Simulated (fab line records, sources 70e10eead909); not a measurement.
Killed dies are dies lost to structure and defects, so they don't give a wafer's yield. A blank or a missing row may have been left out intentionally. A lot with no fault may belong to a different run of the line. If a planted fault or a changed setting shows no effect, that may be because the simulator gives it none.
Chamber matching :: flow nandHarc :: NHARC_A_STAIRCASE_DESCUM_312 on rieDiel-11 has 4 sister chambers
The step chemistry O2, time 3 s. 18 wafers are shown with their chamber, then 8 later ones without.

WAFERS WITH THEIR CHAMBER
wafer: L074.3
chamber: 2
showerheadPlenumPTorr (Torr): 1.97
oesProductAu (a.u.): 1.002
rfVppV (V): 58.0

wafer: L074.5
chamber: 1
showerheadPlenumPTorr (Torr): 2.00
oesProductAu (a.u.): 1.000
rfVppV (V): 59.4

wafer: L074.6
chamber: 0
showerheadPlenumPTorr (Torr): 1.98
oesProductAu (a.u.): 0.999
rfVppV (V): 59.0

wafer: L075.2
chamber: 2
showerheadPlenumPTorr (Torr): 1.97
oesProductAu (a.u.): 1.004
rfVppV (V): 57.1

wafer: L075.5
chamber: 0
showerheadPlenumPTorr (Torr): 1.98
oesProductAu (a.u.): 1.002
rfVppV (V): 58.2

wafer: L075.6
chamber: 1
showerheadPlenumPTorr (Torr): 2.00
oesProductAu (a.u.): 0.994
rfVppV (V): 57.6

wafer: L076.2
chamber: 2
showerheadPlenumPTorr (Torr): 1.97
oesProductAu (a.u.): 1.008
rfVppV (V): 58.3

wafer: L076.3
chamber: 3
showerheadPlenumPTorr (Torr): 1.90
oesProductAu (a.u.): 0.993
rfVppV (V): 56.1

wafer: L076.6
chamber: 1
showerheadPlenumPTorr (Torr): 2.00
oesProductAu (a.u.): 0.996
rfVppV (V): 58.5

wafer: L078.1
chamber: 2
showerheadPlenumPTorr (Torr): 1.96
oesProductAu (a.u.): 1.011
rfVppV (V): 57.8

wafer: L078.4
chamber: 0
showerheadPlenumPTorr (Torr): 1.97
oesProductAu (a.u.): 1.002
rfVppV (V): 58.4

wafer: L078.6
chamber: 0
showerheadPlenumPTorr (Torr): 1.97
oesProductAu (a.u.): 1.010
rfVppV (V): 58.5

wafer: L078.2
chamber: 1
showerheadPlenumPTorr (Torr): 2.00
oesProductAu (a.u.): 0.994
rfVppV (V): 59.1

wafer: L078.3
chamber: 3
showerheadPlenumPTorr (Torr): 1.89
oesProductAu (a.u.): 0.999
rfVppV (V): 59.0

wafer: L078.5
chamber: 1
showerheadPlenumPTorr (Torr): 2.00
oesProductAu (a.u.): 1.002
rfVppV (V): 58.0

wafer: L080.1
chamber: 1
showerheadPlenumPTorr (Torr): 1.99
oesProductAu (a.u.): 1.007
rfVppV (V): 57.6

wafer: L080.2
chamber: 3
showerheadPlenumPTorr (Torr): 1.89
oesProductAu (a.u.): 0.994
rfVppV (V): 57.3

wafer: L080.3
chamber: 2
showerheadPlenumPTorr (Torr): 1.96
oesProductAu (a.u.): 0.998
rfVppV (V): 57.7

SIGNATURES (means of the wafers above)
reading: showerheadPlenumPTorr
chamber 0: 1.9750
chamber 1: 1.9983
chamber 2: 1.9660
chamber 3: 1.8933
scatter within a chamber: 0.00514

reading: oesProductAu
chamber 0: 1.00325
chamber 1: 0.99883
chamber 2: 1.00460
chamber 3: 0.99533
scatter within a chamber: 0.00481

reading: rfVppV
chamber 0: 58.525
chamber 1: 58.367
chamber 2: 57.780
chamber 3: 57.467
scatter within a chamber: 0.771
Rule: for each reading, subtract the chamber's mean from the wafer's reading, divide by that reading's scatter and square the result; add these up over the readings and take the root, which gives the wafer's distance from the chamber. The wafer belongs to the nearest chamber; if the next one is less than 2 further off, it can't be placed. The scatter is the square root of a quotient: the sum, over the shown wafers, of each reading's squared deviation from its chamber's mean, divided by wafers minus chambers.

WAFERS MISSING THEIR CHAMBER
wafer: L082.2
showerheadPlenumPTorr (Torr): 1.89
oesProductAu (a.u.): 1.006
rfVppV (V): 57.8

wafer: L082.6
showerheadPlenumPTorr (Torr): 1.97
oesProductAu (a.u.): 1.013
rfVppV (V): 57.1

wafer: L089.1
showerheadPlenumPTorr (Torr): 1.96
oesProductAu (a.u.): 0.988
rfVppV (V): 58.9

wafer: L089.2
showerheadPlenumPTorr (Torr): 1.98
oesProductAu (a.u.): 0.995
rfVppV (V): 58.7

wafer: L089.5
showerheadPlenumPTorr (Torr): 1.88
oesProductAu (a.u.): 0.996
rfVppV (V): 56.6

wafer: L093.1
showerheadPlenumPTorr (Torr): 1.98
oesProductAu (a.u.): 1.005
rfVppV (V): 58.9

wafer: L093.4
showerheadPlenumPTorr (Torr): 1.88
oesProductAu (a.u.): 0.997
rfVppV (V): 57.8

wafer: L093.6
showerheadPlenumPTorr (Torr): 1.96
oesProductAu (a.u.): 0.996
rfVppV (V): 59.3

EACH ONE'S CHAMBER
wafer: L082.2
from the rows above: 3
in truth: 3

wafer: L082.6
from the rows above: can't be placed: 2 or 0
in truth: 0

wafer: L089.1
from the rows above: can't be placed: 2 or 0
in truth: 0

wafer: L089.2
from the rows above: can't be placed: 0 or 2 or 1
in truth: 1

wafer: L089.5
from the rows above: 3
in truth: 3

wafer: L093.1
from the rows above: can't be placed: 0 or 2
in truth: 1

wafer: L093.4
from the rows above: 3
in truth: 3

wafer: L093.6
from the rows above: can't be placed: 2 or 0
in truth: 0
3 of 8 placed correctly. Can't be placed from these rows: 5 (the true chamber is among the candidates in 4). Wrongly placed: 0.
